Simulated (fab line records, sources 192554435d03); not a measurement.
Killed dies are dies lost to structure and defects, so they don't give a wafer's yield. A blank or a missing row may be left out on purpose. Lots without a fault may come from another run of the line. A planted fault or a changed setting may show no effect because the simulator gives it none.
Split-lot experiment | flow n5_finfet | 7 lots, 21 wafers read, on a route of 1938 steps

THE SPLIT
At N5_BEOL_M7_COAT_05 (resist thk 90 nm), the setting spin_rpm was moved away from the recipe's 1500 rpm on 7 of the 21 wafers read, by -10.0% to -2.9%. The other wafers ran this setting at the recipe's value.

FROM THE SPLIT TO THE READING: what the file shows between them, 5 steps
- N5_BEOL_M7_EBR_07
- N5_BEOL_M7_SOFTBAKE_06: time 60 s
- N5_BEOL_M7_EXPOSE_08: exposes mask M7
- N5_BEOL_M7_PEB_09: peb time 60 s
- N5_BEOL_M7_DEVELOP_10: develop time 30 s

THE READING
CAR-ArF_of_BEOL_M7_COAT_05.thk_nm (the simulator's own value, which no gauge read), in nm, at N5_BEOL_M7_ETCH_61 (etches SiARC in CF4, target depth 45.5 nm, time 75.8 s). The file gives no usual value for it. The 14 wafers here that ran the recipe average 50.8 nm, standard deviation 0.15 nm.

wafer  | tool, chamber at the split | spin_rpm as run, rpm | against the recipe | CAR-ArF_of_BEOL_M7_COAT_05.thk_nm, nm | against lot-mates on the recipe
L075.1 | litho_track-04, 0          | 1500                 | recipe             | 50.6                                  | -
L075.4 | litho_track-04, 0          | 1500                 | recipe             | 50.6                                  | -
L075.5 | litho_track-04, 0          | 1500                 | recipe             | 51                                    | -
L078.1 | litho_track-04, 0          | 1500                 | recipe             | 50.6                                  | -
L078.2 | litho_track-04, 0          | 1500                 | recipe             | 50.6                                  | -
L078.4 | litho_track-04, 0          | 1500                 | recipe             | 50.8                                  | -
L084.2 | litho_track-05, 0          | 1394                 | -7.1%              | 54.4                                  | +3.6
L084.3 | litho_track-05, 0          | 1500                 | recipe             | 50.8                                  | -
L084.5 | litho_track-05, 0          | 1394                 | -7.1%              | 54                                    | +3.2
L085.2 | litho_track-05, 0          | 1500                 | recipe             | 51                                    | -
L085.4 | litho_track-05, 0          | 1446                 | -3.6%              | 52.8                                  | +1.8
L085.6 | litho_track-05, 0          | 1446                 | -3.6%              | 52.6                                  | +1.6
L089.1 | litho_track-03, 0          | 1500                 | recipe             | 50.6                                  | -
L089.4 | litho_track-03, 0          | 1457                 | -2.9%              | 52.2                                  | +1.5
L089.5 | litho_track-03, 0          | 1500                 | recipe             | 50.8                                  | -
L096.1 | litho_track-04, 0          | 1350                 | -10.0%             | 55.8                                  | +5.0
L096.2 | litho_track-04, 0          | 1350                 | -10.0%             | 56                                    | +5.2
L096.3 | litho_track-04, 0          | 1500                 | recipe             | 50.8                                  | -
L097.2 | litho_track-03, 0          | 1500                 | recipe             | 50.8                                  | -
L097.4 | litho_track-03, 0          | 1500                 | recipe             | 50.8                                  | -
L097.6 | litho_track-03, 0          | 1500                 | recipe             | 51                                    | -

THE FIT
A straight line over all 21 wafers: CAR-ArF_of_BEOL_M7_COAT_05.thk_nm changes by -0.506 nm for each +1% of spin_rpm; r = -1.00; the points scatter about the line by 0.16 nm.
The same after taking each lot's own level away (the mean of its wafers on the recipe; 21 wafers): -0.5 nm for each +1%; r = -1.00; scatter 0.14 nm.
On that fit, the largest move of spin_rpm shifts the reading by 5 nm.
The lots' own levels span 50.67 to 51.00 nm, that is 2.2 times the standard deviation above.
So the lot-to-lot level changes the slope little: the two slopes agree.
Check: with one of the wafers moved furthest among these (-10.0%) left out of the fit, the line predicts +4.99 nm for it against its lot-mates. It came out at +5 nm against them.

OTHER SPLITS ON THESE WAFERS
These wafers also went through other splits before the reading. Each is held against what the fit with the lots' levels taken away leaves over:
other split on the same wafers   | wafers away from the commonest value | r with CAR-ArF_of_BEOL_M7_COAT_05.thk_nm (lot level and that fit taken away)
N5_BEOL_M5_TRENCH_ETCH_37 time_s | 5                                    | +0.06
N5_BEOL_M6_EXPOSE_08 dose_mj     | 6                                    | -0.16
N5_BEOL_M6_STRIP_19 temp_c       | 8                                    | -0.09

THE WHOLE CHAIN: every reading that the file lists as answering this split, in the file's order
step                  | what it does                                           | reading                                                                            | change (the file's fit)               | r (the file's)
N5_BEOL_M7_COAT_05    | resist thk 90 nm                                       | CAR-ArF_of_BEOL_M7_COAT_05.thk_nm (the simulator's own value, which no gauge read) | -0.485 nm for each +1% of the setting | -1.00
N5_BEOL_M7_DEVELOP_10 | develop time 30 s                                      | CAR-ArF_of_BEOL_M7_COAT_05.thk_nm (the simulator's own value, which no gauge read) | -0.495 nm for each +1% of the setting | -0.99
N5_BEOL_M7_ETCH_61    | etches SiARC in CF4, target depth 45.5 nm, time 75.8 s | CAR-ArF_of_BEOL_M7_COAT_05.thk_nm (the simulator's own value, which no gauge read) | -0.499 nm for each +1% of the setting | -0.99

THE FILE'S OWN FIT
CAR-ArF_of_BEOL_M7_COAT_05.thk_nm changes by -0.499 nm for each +1% of spin_rpm, r = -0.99.
